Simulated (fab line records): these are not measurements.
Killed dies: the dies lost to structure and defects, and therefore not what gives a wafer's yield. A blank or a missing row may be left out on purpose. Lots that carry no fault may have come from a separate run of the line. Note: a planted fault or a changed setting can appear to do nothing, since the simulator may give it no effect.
fab line records	flow n5_finfet
record lots=9	wafers=27	last_day=18
route steps=1938 shown DUMMY_GATE@240 BEOL_M4@1111 PASSIVATION@1936
lots that met no fault: from a run of the same line without faults
start_h: hours from the record's first day to the start of the lot's first wafer shown	wait_h: how many hours have passed since the lot's step before this one	" the same as in the row above	L1.1+2: a single row standing in for several wafers	- either no value or no given start	* or withheld: withheld	< > ~ a bound
route shown NAME@n: names a module that has steps shown in the file, with the first one's number in the route	usual: mean and standard deviation over wafers with no fault	same: alike in all rows	chamber/n: place in a boat	sites: per-site readings	_std_site: how widely they spread, as a standard deviation	_edge_site: mean of outer sites minus mean of inner sites	radius_mm: for every site, how far away it sits from the centre of the wafer	mask NAME#n: copy n	behind: the tool/chamber that last shaped the wafer	hold: the reason the lot was held/the length of the hold in hours/how it ended	device: the transistor (n, p or np) that didn't switch	end of line: tests run on the same wafers once the route is complete	a step given without rows: its recipe and nothing more	killed: dies lost to structure and defects at the first sort, not the wafer's yield	map: per-die view of a wafer (x killed, . not killed, _ where there is no die)
set.NAME: the setting that was run; set.NAME@STEP: the one run at that earlier step	model.NAME: the simulator's own value behind a step, which no gauge read
route steps across a sampled set of lots; one table per step, one row per wafer
services: the hour from which a tool's chamber was out of use, counted from the record's first day as start_h (under 0 if before that day), plus the number of hours and why
## steps
# step N5_DUMMY_GATE_TRIM_49
# recipe chemistry=O2	resist=SOC	time_s=29	target_cd_nm=14	source_power_w=300	bias_power_w=0	O2_flow_sccm=100	temp_c=20
# usual chamber_pressure_mTorr=59.99/0.058	drypump_motor_current_A=5.6/0.38	oes_product_au=0.997/0.0093	throttle_valve_pct=8.21/0.19
lot.wafer	tool	chamber	start_h	wait_h	chamber_pressure_mTorr	drypump_motor_current_A	oes_product_au	rf_hours_counter_h	throttle_valve_pct
L196.1	rie_si-02	2	58.68	0.0	60.10	5.5	0.998	120	8.33
L196.2	"	1	"	"	60.00	5.5	0.991	86	8.12
L196.4	"	3	"	"	60.06	5.9	1.014	34	7.84
L197.2	rie_si-06	2	65.88	0.0	60.07	5.6	1.008	7	8.23
L197.5	"	1	"	"	60.14	5.6	1.007	-	7.87
L197.6	"	0	"	"	60.00	6.0	0.987	-	8.33
L204.2	rie_si-04	2	105.70	0.0	60.05	5.4	0.999	7	8.17
L204.3	"	3	"	"	60.03	5.7	0.992	121	8.28
L204.6	"	3	"	"	60.01	5.7	1.003	-	8.29
L203.2	rie_si-04	0	106.41	0.0	60.00	5.7	0.988	158	8.54
L203.5	"	1	"	"	60.08	4.9	0.995	-	8.20
L203.6	"	0	"	"	59.97	5.7	0.991	-	8.53
L205.1	rie_si-04	3	116.52	0.0	60.04	5.7	0.999	121	8.29
L205.5	"	0	"	"	60.02	5.7	0.983	-	8.54
L205.6	"	1	"	"	59.96	4.9	0.989	-	8.19
L207.1	rie_si-02	0	124.94	0.0	59.95	6.3	1.001	25	8.06
L207.3	"	1	"	"	59.97	5.4	1.000	87	8.11
L207.5	"	3	"	"	59.94	5.9	1.016	-	7.84
L208.2	rie_si-02	2	132.96	0.0	59.98	5.5	1.011	122	8.32
L208.3	"	3	"	"	59.92	5.9	1.021	35	7.84
L208.5	"	3	"	"	60.01	5.9	1.021	-	7.85
L213.1	rie_si-02	2	163.40	0.0	60.00	5.5	0.992	122	8.33
L213.3	"	0	"	"	59.97	6.3	0.998	26	8.03
L213.6	"	3	"	"	59.95	5.9	1.006	-	7.83
L216.3	rie_si-04	1	187.43	0.0	59.92	4.9	0.983	146	8.18
L216.4	"	2	"	"	59.93	5.4	0.997	9	8.17
L216.5	"	2	"	"	60.03	5.4	1.007	-	8.17
# step N5_DUMMY_GATE_HM_OPEN_21
# recipe chemistry=CH3F/O2	target=SiNx	target_depth_a=1200	Ar_flow_sccm=150	CH3F_flow_sccm=30	O2_flow_sccm=23	time_s=171.4	pressure_mtorr=30	source_w=395	bias_w=73	ion_energy_ev=120.7
# usual CH3F_flow_sccm=30.00/0.08	O2_flow_sccm=23.01/0.061	chamber_pressure_mTorr=30.003/0.026	drypump_motor_current_A=5.6/0.42	oes_product_au=0.82/0.095	rf_vpp_V=300/3.1	showerhead_plenum_p_Torr=2.05/0.075	throttle_valve_pct=16.46/0.25
lot.wafer	tool	chamber	start_h	wait_h	CH3F_flow_sccm	O2_flow_sccm	chamber_pressure_mTorr	drypump_motor_current_A	oes_product_au	rf_hours_counter_h	rf_vpp_V	showerhead_plenum_p_Torr	throttle_valve_pct
L196.1	rie_diel-01	0	59.06	0.0	29.94	22.96	30.014	5.1	0.94	15	301	2.15	16.34
L196.2	"	2	"	"	29.97	23.01	29.978	5.5	0.72	209	299	2.01	16.64
L196.4	"	0	"	"	29.97	23.07	30.031	5.1	0.94	-	301	2.15	16.33
L197.2	rie_diel-03	1	66.17	0.0	30.04	22.89	30.031	5.9	0.94	7	297	2.07	16.28
L197.5	"	3	"	"	29.98	22.97	30.022	4.7	0.91	-	300	1.98	16.52
L197.6	"	0	"	"	30.00	22.95	29.978	5.2	0.72	-	295	1.93	16.72
L204.2	rie_diel-01	1	105.99	0.0	-	-	-	-	-	-	-	-	-
L204.3	"	2	"	"	-	-	-	-	-	-	-	-	-
L204.6	"	3	"	"	-	-	-	-	-	-	-	-	-
L203.2	rie_diel-03	0	106.69	0.0	-	-	-	-	-	-	-	-	-
L203.5	"	2	"	"	-	-	-	-	-	-	-	-	-
L203.6	"	1	"	"	-	-	-	-	-	-	-	-	-
L205.1	rie_diel-01	3	116.81	0.0	-	-	-	-	-	-	-	-	-
L205.5	"	1	"	"	-	-	-	-	-	-	-	-	-
L205.6	"	2	"	"	-	-	-	-	-	-	-	-	-
L207.1	rie_diel-03	0	125.22	0.0	29.89	22.98	30.056	5.2	0.72	218	295	1.92	16.74
L207.3	"	1	"	"	30.15	23.09	30.018	5.9	0.91	23	297	2.06	16.30
L207.5	"	3	"	"	29.77	23.10	29.979	4.7	0.88	-	299	1.97	16.55
L208.2	rie_diel-01	1	133.24	0.0	29.94	22.95	30.023	5.9	0.90	17	302	2.15	15.95
L208.3	"	3	"	"	29.95	23.04	30.015	5.4	0.91	30	301	2.06	16.35
L208.5	"	0	"	"	29.95	23.10	30.008	5.1	0.90	-	301	2.15	16.36
L213.1	rie_diel-04	3	163.76	0.0	30.01	23.12	29.985	6.5	0.71	209	296	1.93	16.60
L213.3	"	1	"	"	29.81	23.11	30.022	5.8	0.83	64	301	1.96	16.10
L213.6	"	1	"	"	30.00	23.01	29.960	5.7	0.83	-	301	1.96	16.10
L216.3	rie_diel-01	2	187.71	0.0	30.01	22.97	29.994	5.5	0.68	246	298	2.00	16.70
L216.4	"	3	"	"	30.01	23.03	29.989	5.4	0.87	47	303	2.05	16.38
L216.5	"	2	"	"	30.11	23.00	30.017	5.5	0.68	-	299	2.00	16.70
# step N5_DUMMY_GATE_ETCH_32
# recipe chemistry=CF4	target=SiO2	target_depth_a=35	time_s=3.9	ion_energy_ev=350	pressure_mtorr=10	icp_w=800	bias_w=400	cf4_flow_sccm=80
# usual chamber_pressure_mTorr=10.000/0.0094	drypump_motor_current_A=5.7/0.31	oes_product_au=1.001/0.015	throttle_valve_pct=21.77/0.25
lot.wafer	tool	chamber	start_h	wait_h	chamber_pressure_mTorr	drypump_motor_current_A	oes_product_au	rf_hours_counter_h	throttle_valve_pct
L196.1	rie_si-06	1	59.22	0.1	9.993	5.6	1.001	2	21.50
L196.2	"	3	"	"	10.026	5.5	0.993	119	22.00
L196.4	"	0	"	"	10.006	5.9	0.976	188	21.83
L197.2	rie_si-02	0	66.33	0.1	10.014	6.3	1.017	24	21.60
L197.5	"	1	"	"	10.013	5.4	0.998	-	21.65
L197.6	"	0	"	"	10.000	6.3	1.002	-	21.62
L204.2	rie_si-02	3	106.15	0.1	10.006	6.0	1.004	34	21.28
L204.3	"	2	"	"	10.009	5.5	0.986	121	21.93
L204.6	"	3	"	"	10.024	6.0	1.017	-	21.29
L203.2	rie_si-02	2	106.85	0.1	10.002	5.5	0.983	121	21.93
L203.5	"	0	"	"	9.995	6.3	1.009	-	21.60
L203.6	"	3	"	"	10.010	5.9	1.020	-	21.31
L205.1	rie_si-06	3	116.97	0.1	10.009	5.5	0.983	120	21.98
L205.5	"	3	"	"	9.994	5.5	0.993	-	21.97
L205.6	"	0	"	"	9.999	5.9	0.984	-	21.83
L207.1	rie_si-06	0	125.38	0.1	9.995	5.9	0.995	190	21.84
L207.3	"	1	"	"	10.000	5.6	1.018	4	21.50
L207.5	"	2	"	"	10.003	5.6	1.016	-	22.03
L208.2	rie_si-04	3	133.40	0.1	9.994	5.7	0.997	121	21.86
L208.3	"	0	"	"	9.978	5.8	0.992	159	22.22
L208.5	"	3	"	"	10.003	5.7	0.988	-	21.85
L213.1	rie_si-04	0	163.92	0.1	9.982	5.7	0.995	159	22.23
L213.3	"	3	"	"	9.998	5.7	0.996	122	21.84
L213.6	"	1	"	"	10.005	4.9	0.976	-	21.74
L216.3	rie_si-06	2	187.87	0.1	9.986	5.5	1.008	9	22.03
L216.4	"	2	"	"	10.006	5.6	1.026	-	22.04
L216.5	"	3	"	"	9.993	5.5	0.992	-	21.98
# step N5_DUMMY_GATE_ETCH_23
# recipe chemistry=HBr/Cl2/O2	HBr_flow_sccm=150	Cl2_flow_sccm=80	O2_flow_sccm=12	bias_w=102	target_depth_a=410	time_s=22.3	target=poly-Si	mask_material=SiO2	pressure_mtorr=10	icp_w=800
# usual chamber_pressure_mTorr=10.001/0.0092	drypump_motor_current_A=5.7/0.32	mfc_cl2_sccm=80.02/0.23	oes_product_au=1.003/0.015	throttle_valve_pct=37.24/0.28
lot.wafer	tool	chamber	start_h	wait_h	chamber_pressure_mTorr	drypump_motor_current_A	mfc_cl2_sccm	oes_product_au	rf_hours_counter_h	throttle_valve_pct
L196.1	rie_si-06	1	59.25	0.0	9.994	5.6	79.80	1.007	2	36.93
L196.2	"	3	"	"	9.983	5.5	80.28	0.988	119	37.51
L196.4	"	0	"	"	10.001	6.0	79.90	0.992	188	37.10
L197.2	rie_si-02	0	66.36	0.0	9.996	6.3	79.88	1.004	24	36.97
L197.5	"	1	"	"	10.014	5.5	80.20	1.006	-	37.08
L197.6	"	0	"	"	10.004	6.4	80.11	1.009	-	36.99
L204.2	rie_si-02	3	106.18	0.0	10.018	6.0	80.14	1.010	34	36.87
L204.3	"	2	"	"	10.007	5.5	80.19	0.987	121	37.62
L204.6	"	3	"	"	9.990	6.0	80.40	1.020	-	36.88
L203.2	rie_si-02	2	106.88	0.0	9.999	5.5	79.76	0.983	121	37.61
L203.5	"	0	"	"	10.000	6.3	80.36	0.995	-	36.96
L203.6	"	3	"	"	10.005	6.0	79.78	1.013	-	36.87
L205.1	rie_si-06	3	117.00	0.0	9.994	5.5	80.05	1.002	120	37.54
L205.5	"	3	"	"	9.992	5.5	80.21	1.000	-	37.53
L205.6	"	0	"	"	10.020	5.9	79.97	0.989	-	37.08
L207.1	rie_si-06	0	125.42	0.0	9.999	5.9	79.81	0.992	190	37.10
L207.3	"	1	"	"	10.003	5.6	79.92	1.019	4	36.94
L207.5	"	2	"	"	9.991	5.6	79.83	1.033	-	37.59
L208.2	rie_si-04	3	133.43	0.0	10.009	5.7	79.61	0.994	121	37.30
L208.3	"	0	"	"	10.007	5.7	79.75	0.989	159	37.56
L208.5	"	3	"	"	9.998	5.7	80.08	0.994	-	37.31
L213.1	rie_si-04	0	163.95	0.0	10.001	5.7	80.25	0.982	159	37.57
L213.3	"	3	"	"	9.995	5.7	80.03	0.990	122	37.30
L213.6	"	1	"	"	9.985	4.9	80.03	0.975	-	37.34
L216.3	rie_si-06	2	187.91	0.0	10.020	5.5	79.96	1.027	9	37.59
L216.4	"	2	"	"	10.004	5.5	79.97	1.015	-	37.57
L216.5	"	3	"	"	9.980	5.5	79.98	0.994	-	37.51
# step N5_BEOL_M4_RC_MEAS_101
# usual DIBL_N=36.4/1.3	DIBL_P=36.5/1.7	IOFF_N=0.154/0.022	IOFF_P=0.202/0.025	ION_N=671/9.8	ION_P=460/6.8	SS_N=71.6/0.54	SS_P=73.4/0.58	VT_N=250.9/2.8	VT_P=-251.4/2.7
lot.wafer	tool	chamber	start_h	wait_h	DIBL_N[mV/V]	DIBL_P[mV/V]	IOFF_N[nA/um]	IOFF_P[nA/um]	ION_N[uA/um]	ION_P[uA/um]	SS_N[mV/dec]	SS_P[mV/dec]	VT_N[mV]	VT_P[mV]
L196.1	prober-02	0	175.60	0.0	37.7	38.0	0.170	0.216	667	457	71.6	74.3	249.1	-252.6
L196.2	"	0	"	"	34.9	34.4	0.125	0.167	657	453	70.8	73.3	255.3	-256.2
L196.4	"	0	"	"	37.6	37.3	0.170	0.201	672	456	71.3	74.2	251.2	-253.2
L197.2	prober-02	0	182.20	0.2	39.3	38.5	0.174	0.185	669	447	72.4	74.5	252.2	-256.8
L197.5	"	0	"	"	36.8	36.2	0.132	0.155	662	446	71.7	72.9	253.1	-256.9
L197.6	"	0	"	"	35.7	34.4	0.116	0.142	657	444	71.4	73.5	258.6	-256.9
L207.1	prober-02	0	230.72	0.0	36.2	36.7	0.164	0.205	681	464	71.7	72.6	250.9	-250.8
L207.3	"	0	"	"	35.1	35.4	0.143	0.187	671	459	71.8	72.5	252.5	-251.6
L207.5	"	0	"	"	34.2	33.9	0.132	0.176	671	458	71.3	72.5	251.3	-253.4
L208.2	prober-02	0	261.57	0.2	35.3	35.9	0.150	0.196	689	471	71.5	73.8	247.1	-252.5
L208.3	"	0	"	"	36.9	37.8	0.181	0.220	689	467	72.5	73.8	248.2	-249.6
L208.5	"	0	"	"	35.7	35.5	0.150	0.189	674	462	71.9	73.2	249.2	-251.8
L213.1	prober-01	0	282.60	0.0	35.8	35.5	0.135	0.225	662	466	70.9	73.0	253.4	-250.0
L213.3	"	0	"	"	38.0	37.1	0.161	0.260	656	461	72.7	73.9	249.9	-247.8
L213.6	"	0	"	"	36.2	35.9	0.139	0.243	655	458	71.7	73.3	252.5	-245.9
L216.3	prober-01	0	310.98	0.3	34.7	34.7	0.130	0.191	662	459	71.6	72.5	253.3	-251.2
L216.4	"	0	"	"	35.0	35.3	0.134	0.199	679	466	70.6	72.7	251.0	-248.1
L216.5	"	0	"	"	35.2	36.0	0.145	0.215	672	464	71.2	72.4	250.8	-249.1
# step N5_PASSIVATION_PROBE_49
# usual defect_limited_yield=91.1/1.3	killed_at_M0_to_M3=34/10	killed_at_M4_up=14/5.7	killed_at_contacts=12/5.9	killed_at_front_end=41/12	killed_at_other=4/3.1	killed_dies=105/15	killed_on_rim=14/4.2	killed_open=69/11	killed_short=35/7.8	sort_bin_5_function=5.3/0.81	sort_bin_6_memory=3.3/0.75	sort_bin_8_speed=0.00/0.007	sort_n_pass=1075/15	sort_yield_pct=91.1/1.3
# same gross_dies=1180	killed_at_back_side=0	sort_bin_4_leakage[%]=0
lot.wafer	tool	chamber	start_h	wait_h	defect_limited_yield[%]	killed_at_M0_to_M3	killed_at_M4_up	killed_at_contacts	killed_at_front_end	killed_at_other	killed_dies	killed_on_rim	killed_open	killed_short	sort_bin_5_function[%]	sort_bin_6_memory[%]	sort_bin_8_speed[%]	sort_n_pass	sort_yield_pct[%]
L196.1	prober-02	-	275.46	0.0	91.2	50	15	13	25	1	104	9	69	33	4.9	3.7	0	1076	91.2
L196.2	prober-02	-	275.51	0.1	91.7	22	12	11	39	14	98	13	68	28	5.8	2.3	0	1082	91.7
L196.4	prober-02	-	275.61	0.2	93.6	27	9	3	31	5	75	3	46	28	4.0	2.0	0	1105	93.6
L197.2	prober-02	-	282.13	0.1	90.9	41	5	23	35	3	107	13	75	31	6.3	2.5	0	1073	90.9
L197.5	prober-02	-	282.28	0.2	90.8	41	10	24	31	2	108	15	76	31	5.4	3.6	0	1072	90.8
L197.6	prober-02	-	282.33	0.3	91.6	46	6	16	30	1	99	11	66	30	5.3	2.5	0	1081	91.6
L203.2	prober-01	-	324.55	0.1	0	20	20	13	1124	3	1180	152	75	17	96.1	3.7	0	0	0
L203.5	prober-01	-	324.70	0.2	0	39	10	8	1118	5	1180	152	65	30	96.9	2.9	0	0	0
L203.6	prober-01	-	324.75	0.3	0	48	14	13	1100	5	1180	152	79	44	94.2	5.6	0	0	0
L207.1	prober-02	-	330.19	0.0	89.9	31	18	6	55	9	119	14	72	45	5.5	4.2	0	1061	89.9
L207.3	prober-02	-	330.29	0.1	86.2	65	15	6	71	6	163	21	111	48	6.9	6.1	0	1017	86.2
L207.5	prober-02	-	330.39	0.2	89.2	46	8	7	65	2	128	9	86	41	5.9	4.6	0	1052	89.2
L204.2	prober-02	-	336.19	0.1	0	24	9	5	1131	11	1180	152	58	28	97.5	2.3	0	0	0
L204.3	prober-02	-	336.24	0.1	0	19	2	16	1141	2	1180	152	61	32	95.8	4.0	0	0	0
L204.6	prober-02	-	336.39	0.3	0	19	5	17	1134	5	1180	152	63	43	95.8	3.8	0	0	0
L205.1	prober-02	-	336.77	0.0	0	47	14	5	1109	5	1180	152	73	33	95.3	4.4	0	0	0
L205.5	prober-02	-	336.97	0.2	0	51	18	16	1089	6	1180	152	84	33	96.1	3.7	0	0	0
L205.6	prober-02	-	337.02	0.3	0	32	12	12	1121	3	1180	152	71	18	96.4	3.5	0	0	0
L208.2	prober-01	-	364.22	0.1	90.1	25	23	14	47	8	117	18	92	24	5.8	3.9	0	1063	90.1
L208.3	prober-01	-	364.27	0.1	90.9	19	23	15	47	3	107	14	64	40	5.3	3.3	0	1073	90.9
L208.5	prober-01	-	364.37	0.2	91.8	19	14	11	39	14	97	16	53	38	4.6	3.1	0	1083	91.8
L213.1	prober-02	-	387.36	0.0	89.5	35	8	15	59	7	124	14	89	34	6.5	3.8	0	1056	89.5
L213.3	prober-02	-	387.46	0.1	90.3	32	16	6	56	5	115	18	83	32	5.6	3.7	0	1065	90.3
L213.6	prober-02	-	387.61	0.3	91.6	14	9	16	49	11	99	12	67	32	5.2	3.1	0.08	1080	91.5
L216.3	prober-01	-	423.49	0.7	92.1	42	12	7	29	3	93	11	59	34	4.3	3.3	0	1087	92.1
L216.4	prober-01	-	423.54	0.8	92.1	37	4	14	33	5	93	13	66	27	5.3	2.5	0	1087	92.1
L216.5	prober-01	-	423.59	0.8	89.7	44	10	22	42	4	122	19	85	37	5.9	4.0	0	1058	89.7
# killed by level:class
L196.1 BEOL_M2:geometric_particle:open=14 MOL_CONTACT_COAG:geometric_particle:open=12 BEOL_M0_SAQP:geometric_particle:short=9 BEOL_M0_SAQP:geometric_particle:open=8 BEOL_M3:geometric_particle:open=6 BEOL_M0:geometric_particle:open=6 FIN_SAQP:geometric_particle:short=5 BEOL_M4:geometric_particle:short=4
L196.2 FIN_SAQP:geometric_particle:open=10 STI_FIN_REVEAL:geometric_particle:open=9 MOL_CONTACT_COAG:geometric_particle:open=9 PASS1_DEP:geometric_particle:open=8 FIN_SAQP:geometric_particle:short=6 BEOL_M0_SAQP:geometric_particle:short=6 BEOL_M1:geometric_particle:open=5 BEOL_M3:geometric_particle:open=4
L196.4 STI_FIN_REVEAL:geometric_particle:open=7 BEOL_M0_SAQP:geometric_particle:open=7 BEOL_M0_SAQP:geometric_particle:short=7 FIN_SAQP:geometric_particle:open=6 BEOL_M1:geometric_particle:open=5 FIN_SAQP:geometric_particle:short=4 STARTING-WAFER:geometric_particle:short=4 GATE_CUT:geometric_particle:short=3
L197.2 MOL_CONTACT_COAG:geometric_particle:open=21 BEOL_M2:geometric_particle:open=16 BEOL_M0_SAQP:geometric_particle:short=9 BEOL_M2:geometric_particle:short=7 GATE_CUT:geometric_particle:open=6 FIN_SAQP:geometric_particle:open=5 STI_FIN_REVEAL:geometric_particle:open=5 BEOL_M0_SAQP:geometric_particle:open=4
L197.5 MOL_CONTACT_COAG:geometric_particle:open=21 BEOL_M2:geometric_particle:open=10 BEOL_M3:geometric_particle:open=7 BEOL_M4:geometric_particle:open=7 BEOL_M0_SAQP:geometric_particle:short=6 FIN_SAQP:geometric_particle:open=4 STI_FIN_REVEAL:geometric_particle:open=4 DUMMY_GATE:geometric_particle:open=4
L197.6 MOL_CONTACT_COAG:geometric_particle:open=14 BEOL_M2:geometric_particle:open=11 BEOL_M0_SAQP:geometric_particle:short=11 BEOL_M1:geometric_particle:open=7 STI_FIN_REVEAL:geometric_particle:open=6 BEOL_M2:geometric_particle:short=6 BEOL_M4:geometric_particle:open=5 FIN_SAQP:geometric_particle:open=4
L203.2 DUMMY_GATE:area_open=1087 STI_FIN_REVEAL:geometric_particle:open=14 MOL_CONTACT_COAG:geometric_particle:open=11 BEOL_M4:geometric_particle:open=9 BEOL_M3:geometric_particle:open=8 FIN_SAQP:geometric_particle:open=6 BEOL_M0_SAQP:geometric_particle:open=4 DUMMY_GATE:geometric_particle:open=3
L203.5 DUMMY_GATE:area_open=1079 BEOL_M0_SAQP:geometric_particle:short=10 BEOL_M0_SAQP:geometric_particle:open=9 BEOL_M2:geometric_particle:open=8 MOL_CONTACT_COAG:geometric_particle:open=7 DUMMY_GATE:geometric_particle:open=7 FIN_SAQP:geometric_particle:open=6 STI_FIN_REVEAL:geometric_particle:open=6
L203.6 DUMMY_GATE:area_open=1053 BEOL_M0_SAQP:geometric_particle:open=17 FIN_SAQP:geometric_particle:open=14 BEOL_M0_SAQP:geometric_particle:short=14 MOL_CONTACT_COAG:geometric_particle:open=12 FIN_SAQP:geometric_particle:short=10 STI_FIN_REVEAL:geometric_particle:open=7 BEOL_M3:geometric_particle:open=5
L207.1 FIN_SAQP:geometric_particle:short=15 STI_FIN_REVEAL:geometric_particle:open=13 BEOL_M0_SAQP:geometric_particle:short=8 BEOL_M2:geometric_particle:open=8 FIN_SAQP:geometric_particle:open=6 BEOL_M3:geometric_particle:open=6 DUMMY_GATE:geometric_particle:open=5 MOL_CONTACT_COAG:geometric_particle:open=5
L207.3 BEOL_M0_SAQP:geometric_particle:open=17 FIN_SAQP:geometric_particle:short=15 STI_FIN_REVEAL:geometric_particle:open=15 BEOL_M0_SAQP:geometric_particle:short=13 FIN_SAQP:geometric_particle:open=11 DUMMY_GATE:geometric_particle:open=11 BEOL_M1:geometric_particle:open=11 BEOL_M2:geometric_particle:open=8
L207.5 STI_FIN_REVEAL:geometric_particle:open=25 FIN_SAQP:geometric_particle:short=10 BEOL_M0_SAQP:geometric_particle:open=8 BEOL_M0_SAQP:geometric_particle:short=8 BEOL_M1:geometric_particle:open=8 FIN_SAQP:geometric_particle:open=6 STARTING-WAFER:geometric_particle:open=6 BEOL_M3:geometric_particle:open=6
L204.2 DUMMY_GATE:area_open=1094 FIN_SAQP:geometric_particle:short=8 FIN_SAQP:geometric_particle:open=7 BEOL_M2:geometric_particle:open=7 BEOL_M1:geometric_particle:open=6 DUMMY_GATE:geometric_particle:open=5 MIM_BOT:geometric_particle:open=5 STI_FIN_REVEAL:geometric_particle:open=4
L204.3 DUMMY_GATE:area_open=1086 FIN_SAQP:geometric_particle:short=19 FIN_SAQP:geometric_particle:open=15 MOL_CONTACT_COAG:geometric_particle:open=11 DUMMY_GATE:geometric_particle:open=7 BEOL_M2:geometric_particle:open=7 STI_FIN_REVEAL:geometric_particle:open=6 MOL_CONTACT_COAG:geometric_particle:short=5
L204.6 DUMMY_GATE:area_open=1073 FIN_SAQP:geometric_particle:short=16 FIN_SAQP:geometric_particle:open=13 MOL_CONTACT_COAG:geometric_particle:open=11 BEOL_M3:geometric_particle:open=9 MOL_CONTACT_COAG:geometric_particle:short=6 DUMMY_GATE:geometric_particle:open=5 GATE_CUT:geometric_particle:open=5
L205.1 DUMMY_GATE:area_open=1071 BEOL_M2:geometric_particle:open=14 STI_FIN_REVEAL:geometric_particle:open=10 BEOL_M1:geometric_particle:open=8 BEOL_M0_SAQP:geometric_particle:open=8 GATE_CUT:geometric_particle:short=6 BEOL_M3:geometric_particle:open=6 STARTING-WAFER:geometric_particle:open=5
L205.5 DUMMY_GATE:area_open=1063 BEOL_M2:geometric_particle:open=19 MOL_CONTACT_COAG:geometric_particle:open=15 BEOL_M4:geometric_particle:open=14 BEOL_M0_SAQP:geometric_particle:short=9 BEOL_M1:geometric_particle:open=8 BEOL_M3:geometric_particle:open=6 BEOL_M0_SAQP:geometric_particle:open=5
L205.6 DUMMY_GATE:area_open=1089 MOL_CONTACT_COAG:geometric_particle:open=11 BEOL_M2:geometric_particle:open=11 ILD0:geometric_particle:open=7 BEOL_M0_SAQP:geometric_particle:open=6 DUMMY_GATE:geometric_particle:open=5 BEOL_M0_SAQP:geometric_particle:short=5 BEOL_M4:geometric_particle:open=5
L208.2 FIN_SAQP:geometric_particle:open=15 BEOL_M4:geometric_particle:open=13 MOL_CONTACT_COAG:geometric_particle:open=12 BEOL_M1:geometric_particle:open=11 STI_FIN_REVEAL:geometric_particle:open=6 BEOL_M3:geometric_particle:open=6 GATE_CUT:geometric_particle:open=5 PAD_METAL:geometric_particle:open=5
L208.3 STI_FIN_REVEAL:geometric_particle:open=12 MOL_CONTACT_COAG:geometric_particle:open=12 BEOL_M4:geometric_particle:open=10 GATE_CUT:geometric_particle:short=7 ILD0:geometric_particle:short=6 ILD0:geometric_particle:open=4 BEOL_M1:geometric_particle:open=4 BEOL_M3:geometric_particle:open=4
L208.5 STI_FIN_REVEAL:geometric_particle:open=8 BEOL_M4:geometric_particle:open=8 FIN_SAQP:geometric_particle:open=7 MOL_CONTACT_COAG:geometric_particle:open=6 BEOL_M3:geometric_particle:open=6 MOL_CONTACT_COAG:geometric_particle:short=5 PAD_METAL:geometric_particle:short=5 PAD_METAL:geometric_particle:open=4
L213.1 STI_FIN_REVEAL:geometric_particle:open=14 MOL_CONTACT_COAG:geometric_particle:open=14 FIN_SAQP:geometric_particle:open=10 GATE_CUT:geometric_particle:open=7 BEOL_M1:geometric_particle:open=7 GATE_CUT:geometric_particle:short=7 BEOL_M2:geometric_particle:open=6 BEOL_M3:geometric_particle:open=6
L213.3 FIN_SAQP:geometric_particle:open=14 BEOL_M3:geometric_particle:open=10 BEOL_M2:geometric_particle:open=10 DUMMY_GATE:geometric_particle:open=7 BEOL_M4:geometric_particle:open=7 FIN_SAQP:geometric_particle:short=6 GATE_CUT:geometric_particle:open=6 GATE_CUT:geometric_particle:short=6
L213.6 MOL_CONTACT_COAG:geometric_particle:open=13 FIN_SAQP:geometric_particle:open=9 STI_FIN_REVEAL:geometric_particle:open=8 GATE_CUT:geometric_particle:short=6 FIN_SAQP:geometric_particle:short=4 GATE_CUT:geometric_particle:open=4 BEOL_M4:geometric_particle:open=4 PAD_METAL:geometric_particle:short=4
L216.3 BEOL_M0_SAQP:geometric_particle:open=15 BEOL_M0_SAQP:geometric_particle:short=14 GATE_CUT:geometric_particle:short=5 MOL_CONTACT_COAG:geometric_particle:open=5 BEOL_M3:geometric_particle:open=5 FIN_SAQP:geometric_particle:open=4 STI_FIN_REVEAL:geometric_particle:open=4 BEOL_M0:geometric_particle:open=4
L216.4 MOL_CONTACT_COAG:geometric_particle:open=14 BEOL_M3:geometric_particle:open=14 STI_FIN_REVEAL:geometric_particle:open=8 BEOL_M0_SAQP:geometric_particle:short=8 BEOL_M0_SAQP:geometric_particle:open=7 GATE_CUT:geometric_particle:short=5 FIN_SAQP:geometric_particle:open=4 ILD0:geometric_particle:open=4
L216.5 MOL_CONTACT_COAG:geometric_particle:open=16 STI_FIN_REVEAL:geometric_particle:open=12 BEOL_M0_SAQP:geometric_particle:open=12 FIN_SAQP:geometric_particle:open=10 BEOL_M0_SAQP:geometric_particle:short=9 BEOL_M3:geometric_particle:open=7 FIN_SAQP:geometric_particle:short=6 MOL_CONTACT_COAG:geometric_particle:short=6
## services
tool	chamber	start_h	hours	kind
rie_diel-01	3	44.83	2.5	repair
rie_diel-01	1	58.19	-	clean
rie_diel-01	1	58.19	-	consumable_replace:focus_ring
rie_diel-01	1	58.19	-	consumable_replace:showerhead
rie_diel-01	1	58.19	20.9	scheduled_down
rie_diel-01	1	58.19	20.9	vent_cycle
rie_diel-04	1	89.19	5.1	repair
rie_diel-01	0	102.36	22.0	repair
rie_diel-04	1	105.96	14.5	repair
rie_diel-04	3	120.72	9.8	repair
rie_si-04	-	133.87	0.3	repair
rie_si-06	3	134.24	2.9	repair
rie_diel-03	2	147.89	8.5	repair
rie_diel-04	-	150.63	0.2	repair
rie_diel-01	2	163.08	6.8	repair
rie_si-04	3	166.46	8.6	repair
rie_diel-04	0	179.56	5.8	repair
rie_si-04	1	183.93	3.2	repair
rie_diel-04	3	185.77	45.5	repair
rie_si-06	0	187.13	-	clean
rie_si-06	0	187.13	17.6	scheduled_down
rie_si-06	0	187.13	17.6	vent_cycle
## key
first_sign step=N5_DUMMY_GATE_HM_OPEN_21	reading=tool_record	direction=missing
effect step=N5_PASSIVATION_PROBE_49	reading=sort_bin_5_function	direction=up	sigmas=99+	usual=5.3	struck=96.0
more_kills_born_at N5_DUMMY_GATE_HM_OPEN_21@rie_diel-01=6464	N5_DUMMY_GATE_HM_OPEN_21@rie_diel-03=3219
met_at N5_DUMMY_GATE_HM_OPEN_21
struck_lots L203,L204,L205
later_rows_left_out L203.2,L203.5,L203.6,L204.2,L204.3,L204.6,L205.1,L205.5,L205.6
not_acting_at N5_DUMMY_GATE_TRIM_49,N5_DUMMY_GATE_ETCH_32,N5_DUMMY_GATE_ETCH_23
onset_between 66.17 105.99
fault kind=skipped_step_whole	tool=rie_diel-01,rie_diel-03	chamber=-	onset_h=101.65	steps=N5_DUMMY_GATE_HM_OPEN_21	scope=struck_lots_only
# later_rows_left_out: the simulator's readings of these wafers behind a module that went badly wrong aren't trusted and aren't shown, but for the sort
